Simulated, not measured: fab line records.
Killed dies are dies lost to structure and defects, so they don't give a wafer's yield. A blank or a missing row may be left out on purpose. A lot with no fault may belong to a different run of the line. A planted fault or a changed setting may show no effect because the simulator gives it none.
fab line records	flow n5-finfet
record lots=7	wafers=39
route steps=1938 shown DUMMY_GATE@243 SD_EPI_P@321 SD_ACTIVATION@330 HKMG_FIN@395 MOL_CONTACT_COAG@535
start-h: hours from the record's first day to the start of the lot's first wafer shown	wait-h: time in hours since the lot's previous step	" repeats the value in the row above	L1.1+2: a row that stands for several wafers	- value missing, or start not given	* or withheld: withheld	< > ~ a bound
route shown NAME@n: names a module that has steps shown in the file, with the first one's number in the route	usual: average and standard deviation across the fault-free wafers	same: alike in all rows	chamber/n: place in a boat	sites: readings site by site	_std_site: standard deviation of those values	_edge_site: mean of outer sites minus mean of inner sites	radius-mm: how far each site lies from the wafer's centre	mask NAME#n: copy n	behind: tool/chamber where the wafer was last shaped	hold: the reason the lot was held/the length of the hold in hours/how it ended	device: which transistor (n, p or np) failed to switch	end of line: tests of these same wafers at the route's end	step lacking rows: just its recipe	killed: count of dies lost to structure and defects at first sort (not the wafer's yield)	map: shows each die of a wafer: x if killed, . if not, _ if none is there
set.NAME: the run value of the setting; set.NAME@STEP: its run value at that earlier step	model.NAME: the simulator's own value behind a step, which no gauge read
lots run with intentionally changed settings; tables by step, rows by wafer
## steps
# step N5_DUMMY_GATE_ETCH_31
# recipe chemistry=C4F6/O2	target=SiO2	mask-material=SOC	target-depth-a=825	time-s=27.5	ion-energy-ev=250	pressure-mtorr=30	source-w=345	bias-w=185	Ar_flow_sccm=300	C4F6_flow_sccm=10	O2_flow_sccm=10
lot.wafer	tool	chamber	start-h	wait-h	set.target-depth-a	model.etch.depth-nm	model.SOC_of_DUMMY_GATE_COAT_34.thk-nm
L078.1	rie-diel-06	2	74.82	0.0	825	81.32	52
L078.2	"	3	"	"	825	82.29	51.8
L078.3	"	1	"	"	825	82.37	51.8
L078.4	"	0	"	"	825	83.55	51.6
L078.5	"	0	"	"	825	84.38	51.6
L078.6	"	1	"	"	825	83.4	51.8
L080.1	rie-diel-05	0	83.82	0.0	825	81.51	52.2
L080.2	"	2	"	"	772.4	78.14	52.2
L080.3	"	3	"	"	772.4	78.27	52.4
L080.4	"	0	"	"	825	81.09	52.2
L080.5	"	3	"	"	772.4	79.08	52.4
L080.6	"	2	"	"	825	84.17	51.6
L081.1	rie-diel-06	0	88.60	0.1	825	82.95	51.8
L081.2	"	3	"	"	825	81.55	52
L081.3	"	2	"	"	784.4	77.44	52.2
L081.4	"	1	"	"	825	82.44	51.6
L081.5	"	2	"	"	784.4	77.71	52.4
L081.6	"	1	"	"	784.4	78.09	52.2
L082.1	rie-diel-06	3	94.94	0.0	825	82.39	51.8
L082.2	"	1	"	"	825	83.05	51.8
L082.3	"	0	"	"	825	83.71	51.8
L082.4	"	2	"	"	921.9	91.41	51
L082.5	"	1	"	"	921.9	92.83	50.8
L082.6	"	0	"	"	921.9	94.49	50.6
L083.1	rie-diel-06	0	99.30	0.0	825	84.59	51.4
L083.2	"	1	"	"	825	82.23	51.8
L083.3	"	3	"	"	825	81.66	52
L083.4	"	2	"	"	825	81.88	51.8
L083.5	"	3	"	"	825	82.21	51.8
L083.6	"	2	"	"	825	81.42	51.8
L089.1	rie-diel-06	1	137.73	0.1	825	81.98	52
L089.2	"	3	"	"	825	81.8	52
L089.4	"	1	"	"	825	82.18	51.8
L094.1	rie-diel-06	2	166.63	0.0	737.7	72.24	53.2
L094.2	"	1	"	"	825	80.68	52.2
L094.3	"	3	"	"	737.7	72.18	53.2
L094.4	"	0	"	"	737.7	73.96	53
L094.5	"	1	"	"	825	80.65	52.4
L094.6	"	2	"	"	825	80.54	52.4
# step N5_DUMMY_GATE_ETCH_42
# recipe chemistry=CHF3/O2	target=SiO2	target-depth-a=35	time-s=31	ion-energy-ev=30	bias-w=12	pressure-mtorr=30	source-w=600	Ar_flow_sccm=200	CHF3_flow_sccm=50	O2_flow_sccm=5
# usual rf-vpp-V=42.7/1
lot.wafer	tool	chamber	start-h	wait-h	set.bias-w	rf-vpp-V
L078.1	rie-diel-03	3	75.32	0.0	12.84	44.4
L078.2	"	2	"	"	12	42.5
L078.3	"	0	"	"	12	43.1
L078.4	"	1	"	"	12.84	43.6
L078.5	"	0	"	"	12	41.6
L078.6	"	3	"	"	12.84	46.0
L080.1	rie-diel-06	3	84.32	0.0	12	44.0
L080.2	"	0	"	"	12	43.0
L080.3	"	1	"	"	12	42.4
L080.4	"	2	"	"	12	41.3
L080.5	"	3	"	"	12	43.3
L080.6	"	2	"	"	12	42.4
L081.1	rie-diel-06	3	89.11	0.1	12	43.2
L081.2	"	1	"	"	12	41.1
L081.3	"	0	"	"	12	43.2
L081.4	"	2	"	"	12	41.5
L081.5	"	1	"	"	12	42.9
L081.6	"	2	"	"	12	42.5
L082.1	rie-diel-03	0	95.43	0.0	12	40.6
L082.2	"	2	"	"	12	41.5
L082.3	"	1	"	"	14.15	47.0
L082.4	"	3	"	"	14.15	49.1
L082.5	"	3	"	"	14.15	48.2
L082.6	"	0	"	"	12	41.4
L083.1	rie-diel-03	3	99.81	0.1	12	43.6
L083.2	"	1	"	"	12	42.8
L083.3	"	0	"	"	12.83	44.1
L083.4	"	2	"	"	12.83	43.8
L083.5	"	1	"	"	12.83	43.9
L083.6	"	0	"	"	12	42.6
L089.1	rie-diel-05	1	138.43	0.1	12	42.3
L089.2	"	0	"	"	12	40.8
L089.4	"	2	"	"	12	41.8
L094.1	rie-diel-03	0	167.12	0.0	10.68	37.5
L094.2	"	1	"	"	12	44.2
L094.3	"	3	"	"	12	43.7
L094.4	"	2	"	"	10.68	37.7
L094.5	"	2	"	"	12	43.0
L094.6	"	3	"	"	10.68	39.3
# step N5_SD_EPI_P_EPI_21
# recipe material=SiGe:B	dopant=B	temp-c=550	pressure-torr=20	ambient=H2	time-s=355
lot.wafer	tool	chamber	start-h	wait-h	set.time-s	model.SiGe-B_of_SD_EPI_P_EPI_21.thk-nm
L078.1	epi-rpcvd-01	0	83.37	0.3	389.2	65.2
L078.2	"	0	"	"	355	62.2
L078.3	"	0	"	"	389.2	65.6
L078.4	"	0	"	"	355	62.4
L078.5	"	0	"	"	389.2	66.4
L078.6	"	0	"	"	355	62
L080.1	epi-rpcvd-01	0	92.08	0.2	355	61.6
L080.2	"	0	"	"	355	60.2
L080.3	"	0	"	"	355	61
L080.4	"	0	"	"	355	61.2
L080.5	"	0	"	"	355	60.6
L080.6	"	0	"	"	355	61.4
L081.1	epi-rpcvd-01	0	97.55	0.1	315.3	56.2
L081.2	"	0	"	"	315.3	56.8
L081.3	"	0	"	"	315.3	56.4
L081.4	"	0	"	"	355	61.2
L081.5	"	0	"	"	355	60.4
L081.6	"	0	"	"	355	61.4
L082.1	epi-rpcvd-01	0	103.88	0.1	355	60.8
L082.2	"	0	"	"	318.5	56.4
L082.3+5	"	0	"	"	355	61
L082.4	"	0	"	"	318.5	56.8
L082.6	"	0	"	"	318.5	57
L083.1	epi-rpcvd-01	0	109.34	0.1	355	61
L083.2	"	0	"	"	375.6	63
L083.3	"	0	"	"	375.6	62.8
L083.4	"	0	"	"	375.6	62.4
L083.5	"	0	"	"	355	60.6
L083.6	"	0	"	"	355	60.2
L089.1+4	epi-rpcvd-01	0	145.67	0.1	355	61
L089.2	"	0	"	"	355	60.2
L094.1	epi-rpcvd-01	0	174.49	0.1	355	62
L094.2	"	0	"	"	355	60.4
L094.3	"	0	"	"	355	61.6
L094.4	"	0	"	"	355	60.8
L094.5	"	0	"	"	355	61.4
L094.6	"	0	"	"	355	61.8
# step N5_SD_EPI_P_EPI_MEAS_23
# recipe mode=xrd
# usual thk-nm=61.1/1.2
lot.wafer	tool	chamber	start-h	wait-h	set.time-s@SD_EPI_P_EPI_21	thk-nm
L078.1	film-metro-01	-	87.24	3.2	389.2	65.2
L078.2	"	-	"	"	355	61.5
L078.3	"	-	"	"	389.2	65.1
L078.4	"	-	"	"	355	61.5
L078.5	"	-	"	"	389.2	65.1
L078.6	"	-	"	"	355	62.1
L080.1	film-metro-01	-	94.99	2.4	355	61.8
L080.2	"	-	"	"	355	61.7
L080.3	"	-	"	"	355	61.5
L080.4	"	-	"	"	355	60.2
L080.5	"	-	"	"	355	58.5
L080.6	"	-	"	"	355	61.9
L081.1	film-metro-01	-	99.74	1.8	315.3	57.5
L081.2	"	-	"	"	315.3	55.6
L081.3	"	-	"	"	315.3	56.1
L081.4	"	-	"	"	355	62.0
L081.5	"	-	"	"	355	61.2
L081.6	"	-	"	"	355	59.8
L082.1	film-metro-02	-	106.08	1.8	355	61.1
L082.2	"	-	"	"	318.5	54.6
L082.3	"	-	"	"	355	60.3
L082.4	"	-	"	"	318.5	57.5
L082.5	"	-	"	"	355	62.3
L082.6	"	-	"	"	318.5	57.2
L083.1	film-metro-01	-	111.53	1.8	355	62.2
L083.2	"	-	"	"	375.6	62.6
L083.3	"	-	"	"	375.6	64.0
L083.4	"	-	"	"	375.6	62.8
L083.5	"	-	"	"	355	59.8
L083.6	"	-	"	"	355	59.4
L089.1	film-metro-02	-	147.88	1.9	355	60.6
L089.2	"	-	"	"	355	61.6
L089.4	"	-	"	"	355	60.5
L094.1	film-metro-02	-	176.68	1.8	355	60.5
L094.2	"	-	"	"	355	60.4
L094.3	"	-	"	"	355	61.3
L094.4	"	-	"	"	355	60.1
L094.5	"	-	"	"	355	60.9
L094.6	"	-	"	"	355	61.4
# step N5_SD_EPI_P_HM_STRIP_48
# recipe chemistry=H3PO4	temp-c=160	material=SiNx	target=SiNx	target-depth-a=30	overetch-fraction=0.3
# step N5_SD_EPI_P_SRD_49
# recipe dry=ipa-marangoni	time-s=30	temp-c=23	rinse-liquid=diw
# step N5_SD_ACTIVATION_RTA_00
# recipe temp-c=975	time-s=0	ambient=N2	idle-temp-c=600	ramp-up-c-per-s=150	ramp-down-c-per-s=60	cool-to-c=600
# step N5_SD_ACTIVATION_LSA_01
# recipe temp-c=1080	time-s=0.0008	ambient=N2
# step N5_SD_ACTIVATION_RS_MEAS_03
# recipe thk-meas-gauge=four-point-probe
# usual RS_SD_N=21.98/0.27	RS_SD_P=56.1/0.88
lot.wafer	tool	chamber	start-h	wait-h	set.time-s@SD_EPI_P_EPI_21	RS_SD_N[ohm/sq]	RS_SD_P[ohm/sq]
L078.1	film-metro-02	-	87.87	0.2	389.2	21.55	53.2
L078.2	"	-	"	"	355	21.35	56.4
L078.3	"	-	"	"	389.2	21.14	53.3
L078.4	"	-	"	"	355	21.38	56.1
L078.5	"	-	"	"	389.2	21.22	52.8
L078.6	"	-	"	"	355	21.30	56.6
L080.1	film-metro-01	-	95.60	0.2	355	22.53	55.9
L080.2	"	-	"	"	355	22.27	56.6
L080.3	"	-	"	"	355	21.96	55.9
L080.4	"	-	"	"	355	21.92	56.3
L080.5	"	-	"	"	355	21.84	56.6
L080.6	"	-	"	"	355	22.41	55.6
L081.1	film-metro-01	-	100.35	0.2	315.3	22.21	61.3
L081.2	"	-	"	"	315.3	22.00	60.3
L081.3	"	-	"	"	315.3	22.59	60.6
L081.4	"	-	"	"	355	22.03	55.7
L081.5	"	-	"	"	355	22.17	56.5
L081.6	"	-	"	"	355	22.20	55.8
L082.1	film-metro-02	-	106.82	0.2	355	21.78	55.9
L082.2	"	-	"	"	318.5	21.74	60.1
L082.3	"	-	"	"	355	21.83	55.4
L082.4	"	-	"	"	318.5	21.93	59.3
L082.5	"	-	"	"	355	21.82	55.3
L082.6	"	-	"	"	318.5	21.76	59.2
L083.1	film-metro-01	-	112.14	0.2	355	22.32	55.7
L083.2	"	-	"	"	375.6	22.07	54.3
L083.3	"	-	"	"	375.6	22.20	54.3
L083.4	"	-	"	"	375.6	22.25	54.7
L083.5	"	-	"	"	355	22.13	56.0
L083.6	"	-	"	"	355	22.12	57.1
L089.1	film-metro-01	-	148.64	0.2	355	22.56	56.8
L089.2	"	-	"	"	355	22.26	57.3
L089.4	"	-	"	"	355	22.49	57.0
L094.1	film-metro-02	-	177.73	0.2	355	22.10	55.1
L094.2	"	-	"	"	355	22.24	55.7
L094.3	"	-	"	"	355	21.63	54.9
L094.4	"	-	"	"	355	22.10	56.4
L094.5	"	-	"	"	355	22.13	55.7
L094.6	"	-	"	"	355	21.99	54.9
# step N5_HKMG_FIN_EXPOSE_46
# recipe mask-id=NDIPOLE	na=1.35	source-shape=conventional	sigma-outer=0.8	polarization=unpolarized	dose-mj=40
lot.wafer	tool	chamber	start-h	wait-h	mask	set.dose-mj
L078.1+2+3+4+5+6	arfi-scanner-01	0	101.16	-	NDIPOLE#0	40
L080.1+4+5	arfi-scanner-03	0	108.85	-	NDIPOLE#0	40
L080.2+3+6	"	0	"	"	NDIPOLE#0	37.9
L081.1+3+6	arfi-scanner-03	0	113.90	-	NDIPOLE#0	42.17
L081.2+4+5	"	0	"	"	NDIPOLE#0	40
L082.1+2+5	arfi-scanner-01	0	119.61	-	NDIPOLE#0	40
L082.3+4+6	"	0	"	"	NDIPOLE#0	42.22
L083.1+2+3	arfi-scanner-02	0	126.43	-	NDIPOLE#0	41.76
L083.4+5+6	"	0	"	"	NDIPOLE#0	40
L089.1+2+4	arfi-scanner-01	0	161.46	-	NDIPOLE#0	40
L094.1+2+6	arfi-scanner-02	0	190.52	-	NDIPOLE#0	41.69
L094.3+4+5	"	0	"	"	NDIPOLE#0	40
# step N5_HKMG_FIN_PEB_47
# recipe peb-temp-c=withheld	peb-time-s=60	resist=CAR-ArF
# step N5_HKMG_FIN_DEVELOP_48
# recipe develop-time-s=30	developer=TMAH	resist=CAR-ArF	rinse-liquid=diw	dry=air-spin	dev-temp-c=23
# step N5_HKMG_FIN_CD_MEAS_49
# recipe target-cd-nm=202	landing-energy-ev=500	detector=se-inlens	polarity=opening
# usual cd-nm=202.0/0.64
lot.wafer	tool	chamber	start-h	wait-h	set.dose-mj@HKMG_FIN_EXPOSE_46	cd-nm
L078.1	cd-sem-01	0	101.28	-	40	202.1
L078.2	"	0	"	"	40	202.5
L078.3	"	0	"	"	40	201.7
L078.4	"	0	"	"	40	202.5
L078.5	"	0	"	"	40	201.6
L078.6	"	0	"	"	40	201.3
L080.1	cd-sem-03	0	108.98	-	40	201.6
L080.2	"	0	"	"	37.9	199.4
L080.3	"	0	"	"	37.9	199.4
L080.4	"	0	"	"	40	202.0
L080.5	"	0	"	"	40	202.4
L080.6	"	0	"	"	37.9	199.0
L081.1	cd-sem-02	0	114.02	-	42.17	205.2
L081.2	"	0	"	"	40	202.4
L081.3	"	0	"	"	42.17	206.9
L081.4	"	0	"	"	40	202.2
L081.5	"	0	"	"	40	201.9
L081.6	"	0	"	"	42.17	206.0
L082.1	cd-sem-02	0	119.74	-	40	202.9
L082.2	"	0	"	"	40	202.5
L082.3	"	0	"	"	42.22	206.0
L082.4	"	0	"	"	42.22	206.9
L082.5	"	0	"	"	40	203.1
L082.6	"	0	"	"	42.22	205.9
L083.1	cd-sem-02	0	126.55	-	41.76	204.4
L083.2	"	0	"	"	41.76	204.6
L083.3	"	0	"	"	41.76	203.9
L083.4	"	0	"	"	40	201.6
L083.5	"	0	"	"	40	202.6
L083.6	"	0	"	"	40	202.0
L089.1	cd-sem-01	0	161.58	-	40	202.7
L089.2	"	0	"	"	40	201.4
L089.4	"	0	"	"	40	201.2
L094.1	cd-sem-01	0	190.64	-	41.69	204.0
L094.2	"	0	"	"	41.69	204.5
L094.3	"	0	"	"	40	202.0
L094.4	"	0	"	"	40	202.1
L094.5	"	0	"	"	40	202.4
L094.6	"	0	"	"	41.69	203.8
# step N5_HKMG_FIN_DESCUM_53
# recipe chemistry=O2	time-s=7.9	source-power-w=50	bias-power-w=20	pressure-mtorr=20	rf-frequency-hz=2.712e+07	temp-c=40	resist=CAR-ArF	o2-flow-sccm=225
# step N5_HKMG_FIN_ETCH_54
# recipe chemistry=CF4	target=SiARC	target-depth-a=455	mask-material=CAR-ArF	time-s=75.8	ion-energy-ev=80	pressure-mtorr=40	source-w=545	bias-w=36	Ar_flow_sccm=100	cf4-flow-sccm=100	ends=cleared
lot.wafer	tool	chamber	start-h	wait-h	set.dose-mj@HKMG_FIN_EXPOSE_46	model.HKMG_FIN.cd-offset-nm
L078.1+2+4	rie-diel-01	0,1,3	101.41	0.0	40	0.2
L078.3+5	"	2	"	"	40	-0.4
L078.6	"	1	"	"	40	-0.6
L080.1+5	rie-diel-01	0,1	109.10	0.0	40	0.4
L080.2+6	"	3,0	"	"	37.9	-2.6
L080.3	"	2	"	"	37.9	-3
L080.4	"	1	"	"	40	-0.2
L081.1	rie-diel-01	3	114.15	0.0	42.17	2.8
L081.2	"	1	"	"	40	0.4
L081.3	"	0	"	"	42.17	5
L081.4	"	2	"	"	40	-0.4
L081.5	"	0	"	"	40	0
L081.6	"	1	"	"	42.17	3.8
L082.1+2	rie-diel-04	3,0	119.92	0.0	40	0.6
L082.3	"	1	"	"	42.22	4
L082.4	"	2	"	"	42.22	4.8
L082.5	"	1	"	"	40	1.2
L082.6	"	2	"	"	42.22	4.2
L083.1+2	rie-diel-01	2,3	126.68	0.0	41.76	2.4
L083.3	"	0	"	"	41.76	2
L083.4	"	1	"	"	40	-0.8
L083.5+6	"	1,2	"	"	40	0.2
L089.1	rie-diel-02	1	161.71	0.0	40	0.6
L089.2	"	3	"	"	40	-0.8
L089.4	"	2	"	"	40	-1
L094.1	rie-diel-01	3	190.76	0.0	41.69	1.6
L094.2	"	1	"	"	41.69	2.4
L094.3	"	2	"	"	40	-0.2
L094.4	"	0	"	"	40	0.4
L094.5	"	2	"	"	40	0.2
L094.6	"	1	"	"	41.69	1.8
# step N5_MOL_CONTACT_COAG_CONTACT_ETCH_14
# recipe chemistry=C4F6/O2	target=SiO2	target-depth-a=275	overetch-a=85	mask-material=SOC	pressure-mtorr=30	source-w=370	bias-w=185	Ar_flow_sccm=300	C4F6_flow_sccm=16	O2_flow_sccm=10	time-s=20	ion-energy-ev=259.6
# usual rf-vpp-V=691.1/2.6
lot.wafer	tool	chamber	start-h	wait-h	set.source-w	rf-vpp-V
L078.1	rie-diel-04	3	119.41	0.0	370	687.9
L078.2	"	1	"	"	370	691.5
L078.3	"	0	"	"	370	688.7
L078.4	"	2	"	"	418	657.9
L078.5	"	1	"	"	418	672.3
L078.6	"	0	"	"	418	665.8
L080.1	rie-diel-04	0	126.85	0.0	370	687.8
L080.2	"	1	"	"	370	691.7
L080.3	"	3	"	"	370	689.2
L080.4	"	2	"	"	370	691.7
L080.5	"	3	"	"	370	688.4
L080.6	"	2	"	"	370	689.7
L081.1	rie-diel-02	3	129.45	0.0	370	692.6
L081.2	"	2	"	"	370	697.1
L081.3	"	0	"	"	370	695.6
L081.4	"	1	"	"	370	692.8
L081.5	"	1	"	"	370	693.0
L081.6	"	0	"	"	370	695.2
L082.1	rie-diel-04	1	135.38	0.0	370	692.4
L082.2	"	2	"	"	370	691.0
L082.3	"	3	"	"	370	689.0
L082.4	"	0	"	"	370	687.6
L082.5	"	0	"	"	370	688.2
L082.6	"	1	"	"	370	691.7
L083.1	rie-diel-01	3	142.43	0.0	370	693.5
L083.2	"	0	"	"	309.8	731.3
L083.3	"	2	"	"	370	691.6
L083.4	"	1	"	"	309.8	734.9
L083.5	"	1	"	"	309.8	734.4
L083.6	"	2	"	"	370	689.5
L089.1	rie-diel-04	3	178.12	0.0	370	688.7
L089.2	"	0	"	"	370	688.7
L089.4	"	2	"	"	370	690.8
L094.1	rie-diel-04	1	207.08	0.0	370	691.5
L094.2	"	2	"	"	301.4	728.5
L094.3	"	0	"	"	370	687.8
L094.4	"	3	"	"	301.4	734.1
L094.5	"	0	"	"	370	689.0
L094.6	"	3	"	"	301.4	733.1
# step N5_MOL_CONTACT_COAG_ETCHBACK_136
# recipe chemistry=CHF3	target=SiO2	target-depth-a=250	time-s=16.7	ion-energy-ev=200	pressure-mtorr=30	source-w=610	bias-w=170	Ar_flow_sccm=200	CHF3_flow_sccm=50
lot.wafer	tool	chamber	start-h	wait-h	set.target-depth-a
L078.1+3+4	rie-diel-02	3,2,0	134.45	0.0	250
L078.2+5+6	"	1,3,0	"	"	281.9
L080.1+2+3+4+5+6	rie-diel-04	2,1,3,0,2,3	138.72	0.0	250
L081.1+2+4	rie-diel-01	2,0,3	141.96	0.0	250
L081.3+5+6	"	1,3,0	"	"	232.6
L082.1+2+3	rie-diel-04	3,1,2	147.37	0.0	225.5
L082.4+5+6	"	1,2,3	"	"	250
L083.1+4+6	rie-diel-01	2,0,1	154.52	0.0	267.4
L083.2+3+5	"	3,1,0	"	"	250
L089.1+2+4	rie-diel-01	3,1,2	189.58	0.0	250
L094.1+5+6	rie-diel-02	1,3,2	219.64	0.0	250
L094.2+3+4	"	2,3,1	"	"	232.3
# step N5_MOL_CONTACT_COAG_STRIP_120
# recipe chemistry=CHF3	resist=SiARC	rf-frequency-hz=6e+07
# step N5_MOL_CONTACT_COAG_VIA_ETCH_117
# recipe chemistry=C4F6/O2	target-depth-a=400	overetch-a=80	mask-material=SOC	target=SiO2	bias-w=455	pressure-mtorr=10	time-s=26	source-w=325	Ar_flow_sccm=300	C4F6_flow_sccm=10	O2_flow_sccm=10	ion-energy-ev=575.3	ends=end-point
lot.wafer	tool	chamber	start-h	wait-h	set.target-depth-a@MOL_CONTACT_COAG_ETCHBACK_136	model.MOL_CONTACT_COAG.feature-depth-nm	model.etch.depth-nm
L078.1	rie-diel-02	3	134.48	0.0	250	40	39.91
L078.2	"	1	"	"	281.9	36.6	36.67
L078.3	"	2	"	"	250	40	39.93
L078.4	"	0	"	"	250	40.8	40.88
L078.5	"	3	"	"	281.9	36.4	36.47
L078.6	"	0	"	"	281.9	37.6	37.6
L080.1	rie-diel-04	2	138.75	0.0	250	39	39.07
L080.2	"	1	"	"	250	40.2	40.16
L080.3	"	3	"	"	250	40	39.91
L080.4	"	0	"	"	250	40	40.04
L080.5	"	2	"	"	250	39.4	39.48
L080.6	"	3	"	"	250	39.8	39.8
L081.1	rie-diel-01	2	142.00	0.0	250	39.8	39.88
L081.2	"	0	"	"	250	40	40.07
L081.3	"	1	"	"	232.6	41.4	41.39
L081.4	"	3	"	"	250	40	39.99
L081.5	"	3	"	"	232.6	41.8	41.73
L081.6	"	0	"	"	232.6	41.8	41.7
L082.1	rie-diel-04	3	147.40	0.0	225.5	42.2	42.22
L082.2	"	1	"	"	225.5	42.8	42.8
L082.3	"	2	"	"	225.5	42	41.93
L082.4	"	1	"	"	250	40.6	40.61
L082.5	"	2	"	"	250	39.6	39.66
L082.6	"	3	"	"	250	40	40
L083.1	rie-diel-01	2	154.56	0.0	267.4	38.2	38.14
L083.2+5	"	3,0	"	"	250	39.8	39.88
L083.3	"	1	"	"	250	39.8	39.73
L083.4	"	0	"	"	267.4	38.4	38.42
L083.6	"	1	"	"	267.4	37.8	37.86
L089.1	rie-diel-01	3	189.61	0.0	250	40.2	40.28
L089.2	"	1	"	"	250	40	39.91
L089.4	"	2	"	"	250	40	40.09
L094.1	rie-diel-02	1	219.67	0.0	250	39.8	39.86
L094.2	"	2	"	"	232.3	41.4	41.43
L094.3	"	3	"	"	232.3	41.6	41.57
L094.4	"	1	"	"	232.3	41.4	41.3
L094.5	"	3	"	"	250	39.8	39.78
L094.6	"	2	"	"	250	39.6	39.6
## key
split step=N5_DUMMY_GATE_ETCH_31	setting=target-depth-a	stated=825	by=wafer
response step=N5_DUMMY_GATE_ETCH_31	reading=model.etch.depth-nm	change=+0.779	per=1%	r=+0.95
response step=N5_DUMMY_GATE_ETCH_31	reading=model.SOC_of_DUMMY_GATE_COAT_34.thk-nm	change=-0.0782	per=1%	r=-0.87
split step=N5_DUMMY_GATE_ETCH_42	setting=bias-w	stated=12	by=wafer
response step=N5_DUMMY_GATE_ETCH_42	reading=rf-vpp-V	change=+0.382	per=1%	r=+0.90
split step=N5_SD_EPI_P_EPI_21	setting=time-s	stated=355	by=wafer
response step=N5_SD_EPI_P_EPI_21	reading=model.SiGe-B_of_SD_EPI_P_EPI_21.thk-nm	change=+0.393	per=1%	r=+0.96
response step=N5_SD_EPI_P_EPI_MEAS_23	reading=thk-nm	change=*	per=1%	r=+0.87
response step=N5_SD_ACTIVATION_RS_MEAS_03	reading=RS_SD_P	change=-0.381	per=1%	r=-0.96
split step=N5_HKMG_FIN_EXPOSE_46	setting=dose-mj	stated=40	by=wafer
response step=N5_HKMG_FIN_CD_MEAS_49	reading=cd-nm	change=+0.583	per=1%	r=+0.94
response step=N5_HKMG_FIN_ETCH_54	reading=model.HKMG_FIN.cd-offset-nm	change=+0.593	per=1%	r=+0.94
split step=N5_MOL_CONTACT_COAG_CONTACT_ETCH_14	setting=source-w	stated=370	by=wafer
response step=N5_MOL_CONTACT_COAG_CONTACT_ETCH_14	reading=rf-vpp-V	change=-2.3	per=1%	r=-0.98
split step=N5_MOL_CONTACT_COAG_ETCHBACK_136	setting=target-depth-a	stated=250	by=wafer
response step=N5_MOL_CONTACT_COAG_VIA_ETCH_117	reading=model.MOL_CONTACT_COAG.feature-depth-nm	change=-0.25	per=1%	r=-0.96
response step=N5_MOL_CONTACT_COAG_VIA_ETCH_117	reading=model.etch.depth-nm	change=-0.245	per=1%	r=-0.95
